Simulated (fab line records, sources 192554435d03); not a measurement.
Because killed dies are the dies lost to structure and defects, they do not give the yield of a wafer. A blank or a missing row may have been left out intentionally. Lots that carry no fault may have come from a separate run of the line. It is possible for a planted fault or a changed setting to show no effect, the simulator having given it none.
A single fault, viewed from 3 desks    flow n5-finfet    each desk holds nothing but its own numbers, with what lay behind them at the end

== THE DEFECT DESK ==
Per lot, the means of the sampled wafers with a number show what the inspections along the route counted. Marked OUT: a lot whose mean sits more than 4 standard deviations from the usual mean, which makes it out of limits; the brackets give that distance.
Columns: A = raw-defect-count at N5_MOL_CONTACT_COAG_INSPECT_42, usual 193
lot   first seen here  A
L132  day 5 08:50      214
L137  day 6 09:50      272
L144  day 8 04:13      214
L143  day 8 04:31      172
L147  day 8 23:55      204
L151  day 9 22:45      148
This desk's finding: nothing out of limits on any of the 6 lots.

== AT THE METROLOGY DESK ==
What the gauges read for every lot (on any tool): the sampled wafers with a number, averaged. Marked OUT: a lot whose mean sits more than 4 standard deviations from the usual mean, which makes it out of limits; the brackets give that distance. Readings shown: 7 of its 12, picked as those furthest out on some lot.
Columns: A = VD_OVL at N5_MOL_CONTACT_COAG_OVL_MEAS_41, usual -0.3 nm; B = DIBL_N at N5_BEOL_M4_RC_MEAS_101, usual 36.4 mV/V; C = DIBL_P at N5_BEOL_M4_RC_MEAS_101, usual 36.1 mV/V; D = IOFF_N at N5_BEOL_M4_RC_MEAS_101, usual 0.156 nA/um; E = IOFF_P at N5_BEOL_M4_RC_MEAS_101, usual 0.21 nA/um; F = ION_N at N5_BEOL_M4_RC_MEAS_101, usual 674 uA/um; G = ION_P at N5_BEOL_M4_RC_MEAS_101, usual 463 uA/um
lot   first seen here  A     B     C     D      E     F    G
L132  day 5 08:45      -0.9  35.9  36.5  0.151  0.19  680  470
L137  day 6 09:45      -0.9  35.6  35.3  0.141  0.21  678  469
L144  day 8 04:08      -1.4  35.0  33.6  0.132  0.19  660  457
L143  day 8 04:25      -0.2  39.2  39.3  0.203  0.28  692  476
L147  day 8 23:49      -0.1  36.3  35.8  0.153  0.19  673  456
L151  day 9 22:40      -0.8  36.8  35.3  0.157  0.22  670  466
This desk's finding: nothing out of limits on any of the 6 lots.

== FOR THE TOOL OWNER'S DESK: rie-diel-02 ==
The tool's own readings at N5_MOL_CONTACT_COAG_ETCH_67 (etches SOC in N2/H2, target depth 60 nm, overetch 21 nm, time 101.2 s): means of the sampled wafers that have a number, for each lot that ran on this tool. Marked OUT: a lot whose mean sits more than 4 standard deviations from the usual mean, which makes it out of limits; the brackets give that distance.
Columns: A = drypump-motor-current-A at N5_MOL_CONTACT_COAG_ETCH_67, usual 5.7 A; B = n2-flow-sccm at N5_MOL_CONTACT_COAG_ETCH_67, usual 200.0 sccm; C = oes-product-au at N5_MOL_CONTACT_COAG_ETCH_67, usual 0.67 a.u.; D = rf-vpp-V at N5_MOL_CONTACT_COAG_ETCH_67, usual 523.8 V; E = showerhead-plenum-p-Torr at N5_MOL_CONTACT_COAG_ETCH_67, usual 2.54 Torr; F = throttle-valve-pct at N5_MOL_CONTACT_COAG_ETCH_67, usual 17.69 %
lot   first seen here  A    B      C     D      E     F
L132  day 5 09:33      5.6  199.9  0.65  526.0  2.58  17.82
L137  day 6 10:26      5.1  200.1  0.67  522.0  2.48  17.84
L144  day 8 04:40      5.7  200.2  0.67  524.2  2.56  17.64
L143  day 8 05:29      5.6  200.1  0.73  524.5  2.58  17.70
This desk's finding: nothing out of limits on any of the 4 lots.

== PUT TOGETHER ==
No out-of-limits result turned up at the defect desk.
Metrology desk: nothing out of limits seen.
The desk of the tool owner found nothing out of limits.

== WHAT THE SIMULATOR PUT IN ==
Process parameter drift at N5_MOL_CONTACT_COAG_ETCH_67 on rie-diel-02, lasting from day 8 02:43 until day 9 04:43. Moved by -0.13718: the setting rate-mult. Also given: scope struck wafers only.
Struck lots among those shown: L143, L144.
